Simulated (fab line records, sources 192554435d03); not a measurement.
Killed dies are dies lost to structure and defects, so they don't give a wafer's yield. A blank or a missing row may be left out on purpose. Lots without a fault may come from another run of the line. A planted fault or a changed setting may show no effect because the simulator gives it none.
Chamber matching | flow n5_finfet | N5_BEOL_M10_ETCH_66 on rie_diel-05: 4 sister chambers
The step etches SOC in N2/H2, target depth 120 nm, overetch 24 nm, time 180 s. 22 wafers are shown with their chamber, then 11 later ones without.

WAFERS WITH THEIR CHAMBER
wafer  | chamber | drypump_motor_current_A (A) | showerhead_plenum_p_Torr (Torr) | throttle_valve_pct (%)
L077.1 | 2       | 5.4                         | 2.52                            | 17.48
L077.2 | 0       | 5.2                         | 2.54                            | 17.66
L077.3 | 1       | 6.4                         | 2.47                            | 17.49
L077.4 | 3       | 5.3                         | 2.47                            | 17.63
L077.5 | 1       | 6.4                         | 2.47                            | 17.49
L077.6 | 0       | 5.3                         | 2.54                            | 17.64
L080.2 | 2       | 5.4                         | 2.52                            | 17.50
L080.3 | 3       | 5.2                         | 2.47                            | 17.65
L080.5 | 1       | 6.4                         | 2.47                            | 17.51
L085.1 | 2       | 5.4                         | 2.51                            | 17.50
L085.2 | 1       | 6.4                         | 2.47                            | 17.52
L085.3 | 0       | 5.3                         | 2.53                            | 17.66
L091.1 | 0       | 5.2                         | 2.53                            | 17.67
L091.2 | 3       | 5.3                         | 2.46                            | 17.69
L091.4 | 1       | 6.4                         | 2.46                            | 17.53
L090.2 | 2       | 5.4                         | 2.51                            | 17.54
L090.4 | 3       | 5.3                         | 2.46                            | 17.68
L090.5 | 1       | 6.4                         | 2.46                            | 17.55
L093.1 | 1       | 6.4                         | 2.46                            | 17.55
L093.2 | 0       | 5.2                         | 2.53                            | 17.69
L093.3 | 3       | 5.3                         | 2.46                            | 17.69
L093.4 | 2       | 5.4                         | 2.51                            | 17.55

SIGNATURES (means of the wafers above)
reading                  | chamber 0 | chamber 1 | chamber 2 | chamber 3 | scatter within a chamber
drypump_motor_current_A  | 5.240     | 6.400     | 5.400     | 5.280     | 0.0333
showerhead_plenum_p_Torr | 2.5340    | 2.4657    | 2.5140    | 2.4640    | 0.00543
throttle_valve_pct       | 17.6640   | 17.5200   | 17.5140   | 17.6680   | 0.0253
Rule: a wafer's distance from a chamber is the root of the sum, over the readings, of the square of ((its reading less the chamber's mean) divided by the reading's scatter). The wafer belongs to the nearest chamber; if the next one is less than 2 further off, it can't be placed. The scatter: the root of (the sum of the squares of (reading less its chamber's mean) over the shown wafers, divided by (wafers less chambers)).

WAFERS WITHOUT THEIR CHAMBER
wafer  | drypump_motor_current_A (A) | showerhead_plenum_p_Torr (Torr) | throttle_valve_pct (%)
L093.5 | 5.2                         | 2.53                            | 17.70
L093.6 | 5.3                         | 2.46                            | 17.69
L094.2 | 6.4                         | 2.46                            | 17.55
L094.3 | 5.4                         | 2.50                            | 17.54
L094.4 | 5.3                         | 2.46                            | 17.71
L092.1 | 5.4                         | 2.50                            | 17.55
L092.4 | 5.2                         | 2.46                            | 17.71
L092.6 | 5.3                         | 2.46                            | 17.71
L095.2 | 5.3                         | 2.45                            | 17.74
L095.3 | 5.4                         | 2.50                            | 17.55
L095.5 | 5.3                         | 2.45                            | 17.74

WHICH CHAMBER EACH WENT THROUGH
wafer  | from the rows above | in truth
L093.5 | 0                   | 0
L093.6 | 3                   | 3
L094.2 | 1                   | 1
L094.3 | 2                   | 2
L094.4 | 3                   | 3
L092.1 | 2                   | 2
L092.4 | 3                   | 3
L092.6 | 3                   | 3
L095.2 | 3                   | 3
L095.3 | 2                   | 2
L095.5 | 3                   | 3
Placed correctly: 11 of 11. Can't be placed from these rows: 0. Placed wrongly: 0.
